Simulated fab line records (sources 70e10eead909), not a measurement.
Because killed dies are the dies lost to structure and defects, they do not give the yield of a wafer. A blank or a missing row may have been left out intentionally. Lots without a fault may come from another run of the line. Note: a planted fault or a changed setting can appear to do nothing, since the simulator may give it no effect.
Matching of chambers + flow nand_harc + NHARC_A_SLIT_ETCH_24 on rie_diel-13 has 4 sister chambers
The step etches the open film in CF4/CHF3, target depth 121 nm, time 60.5 s. 20 wafers are shown with their chamber, then 10 later ones without.

EACH WAFER AND ITS CHAMBER
| wafer  | chamber | showerhead_plenum_p_Torr (Torr) | drypump_motor_current_A (A) | rf_vpp_V (V) |
|--------|---------|---------------------------------|-----------------------------|--------------|
| L076.1 | 2       | 1.68                            | 5.4                         | 373.5        |
| L076.4 | 0       | 1.61                            | 5.3                         | 374.1        |
| L076.6 | 2       | 1.68                            | 5.4                         | 374.2        |
| L077.4 | 3       | 1.50                            | 6.4                         | 368.0        |
| L077.5 | 0       | 1.61                            | 5.3                         | 371.4        |
| L077.6 | 3       | 1.50                            | 6.5                         | 368.8        |
| L079.2 | 2       | 1.68                            | 5.4                         | 374.6        |
| L079.3 | 3       | 1.50                            | 6.5                         | 369.5        |
| L079.6 | 2       | 1.68                            | 5.4                         | 374.6        |
| L080.1 | 0       | 1.61                            | 5.2                         | 371.7        |
| L080.4 | 3       | 1.50                            | 6.5                         | 368.2        |
| L080.6 | 3       | 1.50                            | 6.5                         | 366.9        |
| L082.1 | 2       | 1.68                            | 5.4                         | 372.5        |
| L082.2 | 0       | 1.61                            | 5.3                         | 373.0        |
| L082.4 | 1       | 1.56                            | 5.8                         | 371.0        |
| L087.2 | 2       | 1.68                            | 5.4                         | 374.1        |
| L087.3 | 0       | 1.60                            | 5.2                         | 373.5        |
| L087.5 | 3       | 1.50                            | 6.5                         | 368.1        |
| L088.2 | 0       | 1.60                            | 5.2                         | 372.0        |
| L088.3 | 2       | 1.68                            | 5.4                         | 373.9        |

SIGNATURES (averages over the wafers above)
| reading                  | chamber 0 | chamber 1 | chamber 2 | chamber 3 | scatter within a chamber |
|--------------------------|-----------|-----------|-----------|-----------|--------------------------|
| showerhead_plenum_p_Torr | 1.6067    | 1.5600    | 1.6800    | 1.5000    | 0.00289                  |
| drypump_motor_current_A  | 5.250     | 5.800     | 5.400     | 6.483     | 0.0382                   |
| rf_vpp_V                 | 372.617   | 371.000   | 373.914   | 368.250   | 0.896                    |
Rule: a wafer's distance from a chamber is the root of the sum, over the readings, of the square of ((its reading less the chamber's mean) divided by the reading's scatter). If the next closest chamber is less than 2 further off than the closest, the wafer can't be placed; otherwise it belongs to the closest. How the scatter is found: for the shown wafers, subtract from each reading the mean of its chamber, square and add these, divide the total by (wafers less chambers), then take the root.

WAFERS WITHOUT THEIR CHAMBER
| wafer  | showerhead_plenum_p_Torr (Torr) | drypump_motor_current_A (A) | rf_vpp_V (V) |
|--------|---------------------------------|-----------------------------|--------------|
| L088.6 | 1.50                            | 6.5                         | 368.2        |
| L093.1 | 1.50                            | 6.5                         | 368.5        |
| L093.5 | 1.60                            | 5.3                         | 372.8        |
| L093.6 | 1.56                            | 5.8                         | 370.0        |
| L094.2 | 1.68                            | 5.4                         | 372.9        |
| L094.3 | 1.60                            | 5.2                         | 370.6        |
| L094.5 | 1.60                            | 5.2                         | 371.7        |
| L096.1 | 1.60                            | 5.2                         | 369.8        |
| L096.3 | 1.68                            | 5.4                         | 373.7        |
| L096.5 | 1.56                            | 5.7                         | 369.8        |

THE CHAMBER EACH PASSED THROUGH
| wafer  | from the rows above | in truth |
|--------|---------------------|----------|
| L088.6 | 3                   | 3        |
| L093.1 | 3                   | 3        |
| L093.5 | 0                   | 0        |
| L093.6 | 1                   | 1        |
| L094.2 | 2                   | 2        |
| L094.3 | 0                   | 0        |
| L094.5 | 0                   | 0        |
| L096.1 | 0                   | 0        |
| L096.3 | 2                   | 2        |
| L096.5 | 1                   | 1        |
Correct placement for 10 of the 10. Left unplaced by these rows: 0. Number placed wrongly: 0.
